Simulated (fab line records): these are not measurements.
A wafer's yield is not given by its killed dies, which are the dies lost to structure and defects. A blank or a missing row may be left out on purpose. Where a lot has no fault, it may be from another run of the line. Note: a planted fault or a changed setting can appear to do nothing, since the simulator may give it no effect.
The tool behind it: which one? || flow n5_finfet || 10 lots with 30 wafers sampled at 4 steps, on a route of 1938 steps

WHAT THE GAUGES SHOWED, per wafer
N5_BEOL_M1_INSPECT_13: inspects for defects (brightfield).
{"lot": "L805", "measured": "day 6 03:34", "on": "defect_inspect-02", "raw_defect_count": "580 469 413"}
{"lot": "L806", "measured": "day 6 08:01", "on": "defect_inspect-02", "raw_defect_count": "481 377 382"}
{"lot": "L807", "measured": "day 6 17:03", "on": "defect_inspect-02", "raw_defect_count": "410 539 794"}
{"lot": "L808", "measured": "day 6 21:20", "on": "defect_inspect-02", "raw_defect_count": "327 325 259"}
{"lot": "L811", "measured": "day 7 16:27", "on": "defect_inspect-02", "raw_defect_count": "398 346 297"}
{"lot": "L812", "measured": "day 7 18:20", "on": "defect_inspect-01", "raw_defect_count": "571 552 456"}
{"lot": "L819", "measured": "day 9 18:18", "on": "defect_inspect-01", "raw_defect_count": "388 331 499"}
{"lot": "L823", "measured": "day 10 11:15", "on": "defect_inspect-02", "raw_defect_count": "553 401 410"}
{"lot": "L825", "measured": "day 11 04:01", "on": "defect_inspect-01", "raw_defect_count": "322 384 445"}
{"lot": "L828", "measured": "day 12 01:27", "on": "defect_inspect-02", "raw_defect_count": "349 397 348"}

WHICH TOOL RAN EACH LOT (tool, then ch and the chambers of the sampled wafers, then the start)
{"lot": "L805", "N5_BEOL_M0_SPUTTER_132": "pvd_sputter-02, day 6 00:23", "N5_BEOL_M1_PECVD_72": "pecvd-04 ch 1,2, day 6 02:06", "N5_BEOL_M1_COAT_73": "litho_track-01 ch 0, day 6 03:05"}
{"lot": "L806", "N5_BEOL_M0_SPUTTER_132": "pvd_sputter-03, day 6 04:45", "N5_BEOL_M1_PECVD_72": "pecvd-01 ch 0,1, day 6 06:16", "N5_BEOL_M1_COAT_73": "litho_track-01 ch 0, day 6 07:40"}
{"lot": "L807", "N5_BEOL_M0_SPUTTER_132": "pvd_sputter-03, day 6 14:25", "N5_BEOL_M1_PECVD_72": "pecvd-01 ch 0,2, day 6 16:05", "N5_BEOL_M1_COAT_73": "litho_track-04 ch 0, day 6 16:41"}
{"lot": "L808", "N5_BEOL_M0_SPUTTER_132": "pvd_sputter-01, day 6 17:40", "N5_BEOL_M1_PECVD_72": "pecvd-01 ch 1,2, day 6 19:17", "N5_BEOL_M1_COAT_73": "litho_track-04 ch 0, day 6 20:51"}
{"lot": "L811", "N5_BEOL_M0_SPUTTER_132": "pvd_sputter-02, day 7 13:31", "N5_BEOL_M1_PECVD_72": "pecvd-04 ch 1,2, day 7 15:02", "N5_BEOL_M1_COAT_73": "litho_track-01 ch 0, day 7 16:07"}
{"lot": "L812", "N5_BEOL_M0_SPUTTER_132": "pvd_sputter-02, day 7 15:06", "N5_BEOL_M1_PECVD_72": "pecvd-01 ch 0,2, day 7 16:38", "N5_BEOL_M1_COAT_73": "litho_track-04 ch 0, day 7 17:52"}
{"lot": "L819", "N5_BEOL_M0_SPUTTER_132": "pvd_sputter-01, day 9 12:24", "N5_BEOL_M1_PECVD_72": "pecvd-04 ch 1, day 9 13:52", "N5_BEOL_M1_COAT_73": "litho_track-04 ch 0, day 9 17:57"}
{"lot": "L823", "N5_BEOL_M0_SPUTTER_132": "pvd_sputter-03, day 10 08:40", "N5_BEOL_M1_PECVD_72": "pecvd-01 ch 0,2, day 10 10:24", "N5_BEOL_M1_COAT_73": "litho_track-04 ch 0, day 10 10:52"}
{"lot": "L825", "N5_BEOL_M0_SPUTTER_132": "pvd_sputter-01, day 11 00:03", "N5_BEOL_M1_PECVD_72": "pecvd-04 ch 1,2, day 11 01:40", "N5_BEOL_M1_COAT_73": "litho_track-02 ch 0, day 11 03:40"}
{"lot": "L828", "N5_BEOL_M0_SPUTTER_132": "pvd_sputter-01, day 11 22:30", "N5_BEOL_M1_PECVD_72": "pecvd-04 ch 0,1,2, day 11 23:57", "N5_BEOL_M1_COAT_73": "litho_track-02 ch 0, day 12 00:59"}
- N5_BEOL_M0_SPUTTER_132: material Cu, target thk 4 nm, time 7.37 s.
- N5_BEOL_M1_PECVD_72: deposits SiO2 from TEOS/O2, target thk 16 nm, time 18 s.
- N5_BEOL_M1_COAT_73: time 60 s, resist thk 5 nm.

THE ANSWER, worked out from the rows above alone
Rule: the lots themselves supply what counts as usual. Put in order of their means at a reading, lots are off if they are a third of the lots or fewer, leave a main group of 4 or more, and stand apart from it by a gap of 3 or more times the standard deviation of the main group's means; of several such gaps the widest counts. A main group is skipped when, at the precision printed for the reading in the tables above, its means are all equal. A lot without any number at a reading at which 4 lots or more have one is off too. All remaining lots with rows at the step are treated as sound.
None of the lots is off at any reading shown; this tells nothing.

WHAT THE SIMULATOR PUT IN
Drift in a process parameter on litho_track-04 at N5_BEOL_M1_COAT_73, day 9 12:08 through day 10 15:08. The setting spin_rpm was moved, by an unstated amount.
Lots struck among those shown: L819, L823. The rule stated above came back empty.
